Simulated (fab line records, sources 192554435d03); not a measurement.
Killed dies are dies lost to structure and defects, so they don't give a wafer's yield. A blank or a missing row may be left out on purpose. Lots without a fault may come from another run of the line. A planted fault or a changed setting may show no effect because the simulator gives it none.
Chamber matching | flow n5_finfet | N5_BEOL_M0_SAQP_PECVD_96 on pecvd-02: 3 sister chambers
The step deposits a-Si from SiH4/He, target thk 45 nm, time 45.2 s. 14 wafers are shown with their chamber, then 7 later ones without.

WAFERS WITH THEIR CHAMBER
wafer  | chamber | showerhead_plenum_p_Torr (Torr) | throttle_valve_pct (%) | heater_power_w (W)
L075.1 | 2       | 5.59                            | 18.1                   | 521
L075.3 | 1       | 5.67                            | 19.1                   | 565
L075.5 | 2       | 5.58                            | 17.7                   | 535
L081.1 | 0       | 5.71                            | 18.6                   | 630
L081.3 | 1       | 5.65                            | 18.9                   | 604
L081.6 | 2       | 5.59                            | 17.6                   | 500
L082.2 | 1       | 5.66                            | 18.8                   | 611
L082.3 | 2       | 5.60                            | 17.8                   | 548
L082.5 | 2       | 5.60                            | 17.6                   | 464
L085.2 | 2       | 5.59                            | 18.1                   | 528
L085.3 | 0       | 5.71                            | 18.7                   | 603
L085.5 | 1       | 5.68                            | 18.8                   | 586
L086.1 | 2       | 5.60                            | 17.6                   | 463
L086.4 | 0       | 5.72                            | 18.5                   | 599

SIGNATURES (means of the wafers above)
reading                  | chamber 0 | chamber 1 | chamber 2 | scatter within a chamber
showerhead_plenum_p_Torr | 5.7133    | 5.6650    | 5.5929    | 0.00909
throttle_valve_pct       | 18.600    | 18.900    | 17.786    | 0.188
heater_power_w           | 610.67    | 591.50    | 508.43    | 28.2
Rule: a wafer's distance from a chamber is the root of the sum, over the readings, of the square of ((its reading less the chamber's mean) divided by the reading's scatter). The wafer belongs to the nearest chamber; if the next one is less than 2 further off, it can't be placed. The scatter: the root of (the sum of the squares of (reading less its chamber's mean) over the shown wafers, divided by (wafers less chambers)).

WAFERS WITHOUT THEIR CHAMBER
wafer  | showerhead_plenum_p_Torr (Torr) | throttle_valve_pct (%) | heater_power_w (W)
L086.6 | 5.66                            | 19.0                   | 609
L087.1 | 5.68                            | 18.7                   | 575
L087.4 | 5.69                            | 18.2                   | 664
L087.5 | 5.59                            | 17.9                   | 547
L091.1 | 5.64                            | 18.7                   | 599
L091.3 | 5.59                            | 17.7                   | 551
L091.5 | 5.60                            | 18.1                   | 543

WHICH CHAMBER EACH WENT THROUGH
wafer  | from the rows above     | in truth
L086.6 | 1                       | 1
L087.1 | can't be placed: 1 or 0 | 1
L087.4 | can't be placed: 0 or 1 | 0
L087.5 | 2                       | 2
L091.1 | 1                       | 1
L091.3 | 2                       | 2
L091.5 | 2                       | 2
Placed correctly: 5 of 7. Can't be placed from these rows: 2 (the true chamber is among the candidates in 2). Placed wrongly: 0.
